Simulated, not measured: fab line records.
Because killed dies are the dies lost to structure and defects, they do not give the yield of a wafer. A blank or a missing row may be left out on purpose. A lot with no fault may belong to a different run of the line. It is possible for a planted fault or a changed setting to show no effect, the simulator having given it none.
Chamber matching ; flow nand-harc ; rie-diel-13 running NHARC_A_BONDPAD_STRIP_15: 4 sister chambers
The step strips in O2. 4 wafers are shown with their chamber, then 8 later ones without.

== EACH WAFER AND ITS CHAMBER ==
wafer;chamber;drypump-motor-current-A (A)
L662.2;0;5.65
L668.1;2;5.69
L668.2;3;5.80
L665.1;1;5.15

== WAFERS WITHOUT THEIR CHAMBER ==
wafer;drypump-motor-current-A (A)
L665.2;5.76
L665.4;5.68
L670.1;5.79
L670.3;5.14
L670.4;5.65
L673.3;5.13
L673.5;5.67
L673.6;5.12

== WHICH CHAMBER EACH ONE RAN IN ==
wafer;from the rows above;in truth
L665.2;can't be placed: 3 or 2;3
L665.4;can't be placed: 2 or 0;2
L670.1;3;3
L670.3;1;1
L670.4;can't be placed: 0 or 2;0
L673.3;1;1
L673.5;can't be placed: 0 or 2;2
L673.6;1;1
Correctly placed: 4 of 8. Not placeable from these rows: 4 (in 4, the candidates include the true chamber). 0 placed wrongly.
How it was worked out, from the rows above alone: a wafer's distance from a chamber is the root of the sum, over the readings, of the square of ((its reading less the chamber's mean) divided by the reading's scatter). The wafer belongs to the nearest chamber; if the next one is less than 2 further off, it can't be placed. Each chamber's mean is taken over the wafers shown for it. The scatter: root of mean squared gap, hidden wafer to nearest shown wafer, with one shown wafer a chamber.
